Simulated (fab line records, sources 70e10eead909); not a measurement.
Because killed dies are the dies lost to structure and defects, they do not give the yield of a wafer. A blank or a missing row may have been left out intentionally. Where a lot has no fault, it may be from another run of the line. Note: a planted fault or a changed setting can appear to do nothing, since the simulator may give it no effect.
Which tool is to blame? :: flow nand_harc :: 13 lots with 39 wafers sampled at 5 steps, on a route of 1302 steps

## WHAT THE GAUGES SHOWED, per wafer
NHARC_A_ONON_D1_THK_MEAS_27: measures by ellipsometry.
lot: L959
measured: day 8 12:40
on: film_metro-02
thk_nm (nm): 991 992 993

lot: L960
measured: day 8 21:54
on: film_metro-01
thk_nm (nm): 1002 1003 1002

lot: L961
measured: day 9 02:28
on: film_metro-01
thk_nm (nm): 998 999 999

lot: L962
measured: day 9 17:43
on: film_metro-01
thk_nm (nm): 995 996 995

lot: L966
measured: day 11 06:46
on: film_metro-02
thk_nm (nm): 1005 1003 1004

lot: L968
measured: day 11 23:14
on: film_metro-02
thk_nm (nm): 994 995 994

lot: L969
measured: day 12 11:40
on: film_metro-01
thk_nm (nm): 995 995 995

lot: L971
measured: day 13 00:22
on: film_metro-01
thk_nm (nm): 996 996 996

lot: L973
measured: day 14 05:37
on: film_metro-01
thk_nm (nm): 999 999 1000

lot: L978
measured: day 16 00:00
on: film_metro-01
thk_nm (nm): 1007 1009 1008

lot: L979
measured: day 17 00:27
on: film_metro-01
thk_nm (nm): 1001 1001 1001

lot: L981
measured: day 17 09:09
on: film_metro-02
thk_nm (nm): 1002 1001 1003

lot: L982
measured: day 17 22:47
on: film_metro-01
thk_nm (nm): 990 990 990

NHARC_A_DECK1_JOINT_THK_MEAS_14: measures by ellipsometry.
lot: L959
measured: day 11 15:57
on: film_metro-02
thk_nm (nm): 50.2 51.8 50.3

lot: L960
measured: day 12 01:02
on: film_metro-02
thk_nm (nm): 51.9 50.5 49.5

lot: L961
measured: day 12 15:28
on: film_metro-02
thk_nm (nm): 52.3 50.2 52.5

lot: L962
measured: day 12 21:19
on: film_metro-01
thk_nm (nm): 49.5 50.0 50.8

lot: L966
measured: day 14 11:52
on: film_metro-02
thk_nm (nm): 51.6 49.2 52.8

lot: L968
measured: day 15 02:49
on: film_metro-02
thk_nm (nm): 50.6 51.2 51.7

lot: L969
measured: day 15 17:40
on: film_metro-01
thk_nm (nm): 50.1 49.8 49.1

lot: L978
measured: day 19 00:52
on: film_metro-02
thk_nm (nm): 50.7 51.2 51.0

lot: L979
measured: day 19 22:09
on: film_metro-01
thk_nm (nm): 49.5 49.4 50.2

lot: L981
measured: day 20 06:54
on: film_metro-01
thk_nm (nm): 51.5 51.0 49.0

lot: L982
measured: day 21 03:28
on: film_metro-01
thk_nm (nm): 50.3 51.4 51.2

NHARC_END_SORT_01.
lot: L971
measured: day 29 03:35
on: prober-01
killed_at_array: 676 675 670
killed_at_other: 0 0 1
killed_at_periphery: 1 2 6
killed_dies: 677 677 677
killed_open: 1 3 5
killed_short: 2 2 1

lot: L973
measured: day 30 04:48
on: prober-02
killed_at_array: 673 666 674
killed_at_other: 0 0 0
killed_at_periphery: 4 11 3
killed_dies: 677 677 677
killed_open: 2 6 2
killed_short: 3 8 2

## WHICH TOOL RAN EACH LOT (tool, then ch and the chambers of the sampled wafers, then the start)
lot: L959
NHARC_A_CHANNEL_FILL_D1_ALD_02: ald_hk-03 ch 0,1,3, day 9 03:11
NHARC_A_CHANNEL_FILL_D1_ALD_25: ald_hk-01 ch 0,2,3, day 10 18:33

lot: L960
NHARC_A_CHANNEL_FILL_D1_ALD_02: ald_hk-04 ch 0,1,3, day 9 13:32
NHARC_A_CHANNEL_FILL_D1_ALD_25: ald_hk-03 ch 1,2,3, day 11 02:03

lot: L961
NHARC_A_CHANNEL_FILL_D1_ALD_02: ald_hk-01 ch 0,3, day 9 20:54
NHARC_A_CHANNEL_FILL_D1_ALD_25: ald_hk-04 ch 0,2, day 11 13:26

lot: L962
NHARC_A_CHANNEL_FILL_D1_ALD_02: ald_hk-03 ch 0,2,3, day 10 10:16
NHARC_A_CHANNEL_FILL_D1_ALD_25: ald_hk-03 ch 0,3, day 11 23:00

lot: L966
NHARC_A_CHANNEL_FILL_D1_ALD_02: ald_hk-01 ch 0,1,2, day 11 23:37
NHARC_A_CHANNEL_FILL_D1_ALD_25: ald_hk-03 ch 0,1,3, day 13 13:33

lot: L968
NHARC_A_CHANNEL_FILL_D1_ALD_02: ald_hk-03 ch 0,1,3, day 12 12:24
NHARC_A_CHANNEL_FILL_D1_ALD_25: ald_hk-01 ch 0,2, day 14 05:12

lot: L969
NHARC_A_CHANNEL_FILL_D1_ALD_02: ald_hk-03 ch 1,2, day 13 04:38
NHARC_A_CHANNEL_FILL_D1_ALD_25: ald_hk-04 ch 0,2, day 14 17:51

lot: L971
NHARC_A_CHANNEL_FILL_D1_ALD_02: ald_hk-03 ch 0,2,3, day 13 12:08
NHARC_A_CHANNEL_FILL_D1_ALD_25: ald_hk-01 ch 1,2,3, day 15 03:17

lot: L973
NHARC_A_CHANNEL_FILL_D1_ALD_02: ald_hk-01 ch 1,2,3, day 14 19:01
NHARC_A_CHANNEL_FILL_D1_ALD_25: ald_hk-03 ch 0,3, day 16 07:30

lot: L978
NHARC_A_CHANNEL_FILL_D1_ALD_02: ald_hk-01 ch 0,1,2, day 16 12:31
NHARC_A_CHANNEL_FILL_D1_ALD_25: ald_hk-03 ch 0,2,3, day 18 02:01

lot: L979
NHARC_A_CHANNEL_FILL_D1_ALD_02: ald_hk-04 ch 0,3, day 17 11:35
NHARC_A_CHANNEL_FILL_D1_ALD_25: ald_hk-04 ch 0,1,3, day 19 01:26

lot: L981
NHARC_A_CHANNEL_FILL_D1_ALD_02: ald_hk-04 ch 0,1, day 17 20:16
NHARC_A_CHANNEL_FILL_D1_ALD_25: ald_hk-01 ch 0,2,3, day 19 09:48

lot: L982
NHARC_A_CHANNEL_FILL_D1_ALD_02: ald_hk-03 ch 0,2,3, day 18 16:35
NHARC_A_CHANNEL_FILL_D1_ALD_25: ald_hk-04 ch 1,2,3, day 20 05:01
- NHARC_A_CHANNEL_FILL_D1_ALD_02: deposits SiO2, target thk 6 nm, pulse time 10 s, ald cycles 60.
- NHARC_A_CHANNEL_FILL_D1_ALD_25: deposits SiOx, target thk 60 nm, pulse time 10 s, ald cycles 600.

## WHAT THE TOOLS THEMSELVES READ (means of the sampled wafers that have a number; where no wafer has one, the mark that the record gives instead)
NHARC_A_CHANNEL_FILL_D1_ALD_02.
lot: L959
tool: ald_hk-03
heater_power_outer_w (W): 271
heater_power_w (W): 484
precursor_pulse_height_rel: 1.001

lot: L960
tool: ald_hk-04
heater_power_outer_w (W): 273
heater_power_w (W): 475
precursor_pulse_height_rel: 1.011

lot: L961
tool: ald_hk-01
heater_power_outer_w (W): 231
heater_power_w (W): 443
precursor_pulse_height_rel: 1.014

lot: L962
tool: ald_hk-03
heater_power_outer_w (W): 256
heater_power_w (W): 477
precursor_pulse_height_rel: 0.997

lot: L966
tool: ald_hk-01
heater_power_outer_w (W): 269
heater_power_w (W): 442
precursor_pulse_height_rel: 1.002

lot: L968
tool: ald_hk-03
heater_power_outer_w (W): 274
heater_power_w (W): 478
precursor_pulse_height_rel: 0.992

lot: L969
tool: ald_hk-03
heater_power_outer_w (W): 271
heater_power_w (W): 475
precursor_pulse_height_rel: 1.007

lot: L971
tool: ald_hk-03
heater_power_outer_w (W): 261
heater_power_w (W): 474
precursor_pulse_height_rel: 1.000

lot: L973
tool: ald_hk-01
heater_power_outer_w (W): 266
heater_power_w (W): 444
precursor_pulse_height_rel: 1.020

lot: L978
tool: ald_hk-01
heater_power_outer_w (W): 278
heater_power_w (W): 454
precursor_pulse_height_rel: 0.993

lot: L979
tool: ald_hk-04
heater_power_outer_w (W): 254
heater_power_w (W): 433
precursor_pulse_height_rel: 0.996

lot: L981
tool: ald_hk-04
heater_power_outer_w (W): 295
heater_power_w (W): 506
precursor_pulse_height_rel: 1.008

lot: L982
tool: ald_hk-03
heater_power_outer_w (W): 263
heater_power_w (W): 487
precursor_pulse_height_rel: 1.008

NHARC_A_CHANNEL_FILL_D1_ALD_25.
lot: L959
tool: ald_hk-01
heater_power_outer_w (W): 251
heater_power_w (W): 453
precursor_pulse_height_rel: 0.990

lot: L960
tool: ald_hk-03
heater_power_outer_w (W): 262
heater_power_w (W): 472
precursor_pulse_height_rel: 1.011

lot: L961
tool: ald_hk-04
heater_power_outer_w (W): 271
heater_power_w (W): 463
precursor_pulse_height_rel: 1.012

lot: L962
tool: ald_hk-03
heater_power_outer_w (W): 264
heater_power_w (W): 489
precursor_pulse_height_rel: 0.991

lot: L966
tool: ald_hk-03
heater_power_outer_w (W): 272
heater_power_w (W): 482
precursor_pulse_height_rel: 1.007

lot: L968
tool: ald_hk-01
heater_power_outer_w (W): 266
heater_power_w (W): 459
precursor_pulse_height_rel: 1.011

lot: L969
tool: ald_hk-04
heater_power_outer_w (W): 260
heater_power_w (W): 459
precursor_pulse_height_rel: 1.003

lot: L971
tool: ald_hk-01
heater_power_outer_w (W): -
heater_power_w (W): -
precursor_pulse_height_rel: -

lot: L973
tool: ald_hk-03
heater_power_outer_w (W): -
heater_power_w (W): -
precursor_pulse_height_rel: -

lot: L978
tool: ald_hk-03
heater_power_outer_w (W): 267
heater_power_w (W): 478
precursor_pulse_height_rel: 1.008

lot: L979
tool: ald_hk-04
heater_power_outer_w (W): 279
heater_power_w (W): 475
precursor_pulse_height_rel: 1.022

lot: L981
tool: ald_hk-01
heater_power_outer_w (W): 254
heater_power_w (W): 454
precursor_pulse_height_rel: 1.002

lot: L982
tool: ald_hk-04
heater_power_outer_w (W): 269
heater_power_w (W): 471
precursor_pulse_height_rel: 0.999

## THE ANSWER, worked out from the rows above alone
Rule: what is usual is taken from the lots themselves. The widest of any qualifying gaps counts: lots, ordered by their means at a reading, are off when they make up no more than a third of the lots, leave a main group of 4 or more, and stand apart from it by 3 or more times the standard deviation of that group's means. A main group whose means are all the same, to the digits that the tables above print for the reading, isn't used. A lot without any number at a reading at which 4 lots or more have one is off too. Where the step has rows for the other lots, those lots are counted as sound. The gauges are gone through in route order, then the tools' own readings, and for those a lot's mean is taken as printed above. The first step at which some lot is off is used, and at that step the reading that is off furthest; a lot without a number counts as furthest.
Off, at NHARC_A_CHANNEL_FILL_D1_ALD_25 on heater_power_outer_w: L971, L973. Without a number there: L971, L973. The main group: mean 265 W, standard deviation 7.7.
A tool fits if, at that step or a process step before it, it ran every lot that is off, and no sound lot after the first of them. Of those tried, none fits.

## WHAT THE SIMULATOR PUT IN
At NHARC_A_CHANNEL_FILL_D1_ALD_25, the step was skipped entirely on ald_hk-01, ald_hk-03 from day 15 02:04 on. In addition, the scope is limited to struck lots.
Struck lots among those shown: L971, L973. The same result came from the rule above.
